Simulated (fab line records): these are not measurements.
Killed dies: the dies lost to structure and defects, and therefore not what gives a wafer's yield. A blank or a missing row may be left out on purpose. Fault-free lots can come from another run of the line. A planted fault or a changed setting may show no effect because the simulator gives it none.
The tool behind it: which one?    flow nandHarc    18 wafers from 6 lots sampled at 4 of the route's 1159 steps

WHAT THE GAUGES SHOWED, per wafer
NHARC_A_SGD_CUT_CD_MEAS_09: the cd target is 100 nm.
lot   measured      on        cdNm (nm)
L223  day 14 01:34  cdSem-01  100.5 100.0 100.2
L224  day 14 16:53  cdSem-03  100.8 100.4 100.8
L228  day 15 21:35  cdSem-01  99.5 99.1 99.5
L233  day 16 07:47  cdSem-01  99.2 99.2 99.6
L240  day 18 15:29  cdSem-03  109.6 109.6 108.7
L242  day 19 05:31  cdSem-01  107.2 107.6 107.3

WHAT TOOL EACH LOT RAN ON (gives the tool, then ch and the chambers of the sampled wafers, and finally the start)
lot   NHARC_A_STAIRCASE_DESCUM_443       NHARC_A_STAIRCASE_CMP_450      NHARC_A_SGD_CUT_EXPOSE_06
L223  rieDiel-03 ch 0,2, day 13 19:47    cmp-01 ch 0,1,3, day 13 22:59  arfiScanner-01 ch 0, day 14 01:25
L224  rieDiel-09 ch 0,3, day 14 10:53    cmp-03 ch 0,2,3, day 14 14:18  arfiScanner-02 ch 0, day 14 16:45
L228  rieDiel-04 ch 0,1,2, day 15 15:47  cmp-02 ch 0,1, day 15 18:57    arfiScanner-01 ch 0, day 15 21:26
L233  rieDiel-09 ch 0,1, day 16 01:43    cmp-01 ch 1,2, day 16 05:10    arfiScanner-02 ch 0, day 16 07:39
L240  rieDiel-09 ch 0,1,3, day 18 09:40  cmp-03 ch 0,1,3, day 18 12:49  arfiScanner-03 ch 0, day 18 15:21
L242  rieDiel-03 ch 1,2, day 18 22:54    cmp-01 ch 0,2,3, day 19 02:47  arfiScanner-03 ch 0, day 19 05:23
- NHARC_A_STAIRCASE_DESCUM_443: chemistry O2, time 3 s.
- NHARC_A_STAIRCASE_CMP_450: polishes SiO2, target thk 200 nm.
- NHARC_A_SGD_CUT_EXPOSE_06: exposes mask SGD.

THE ANSWER, worked out from the rows above alone
Rule: what is usual is taken from the lots themselves. The widest of any qualifying gaps counts: lots, ordered by their means at a reading, are off when they make up no more than a third of the lots, leave a main group of 4 or more, and stand apart from it by 3 or more times the standard deviation of that group's means. If all means in a main group match to the digits the tables above print for the reading, that group is not used. A lot without any number at a reading at which 4 lots or more have one is off too. All remaining lots with rows at the step are treated as sound.
Off: L240, L242 (NHARC_A_SGD_CUT_CD_MEAS_09, cdNm). Main group: mean 99.9 nm, sd 0.57.
A tool fits if, at a process step before that reading, it ran every lot that is off, and no sound lot after the first of them. Those tools and the gauges at NHARC_A_SGD_CUT_CD_MEAS_09 are tried in the same way. One fits: NHARC_A_SGD_CUT_EXPOSE_06 on arfiScanner-03. It ran no sound lot before its first lot that is off in this sample, so the start can't be narrowed down.

WHAT HAD BEEN PUT IN BY THE SIMULATOR
Process parameter drift: arfiScanner-03, from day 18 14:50 on, at NHARC_A_SGD_CUT_EXPOSE_06. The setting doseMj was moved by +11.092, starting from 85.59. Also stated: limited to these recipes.
Lots struck among those shown: L240, L242. The rule above reached the same finding.
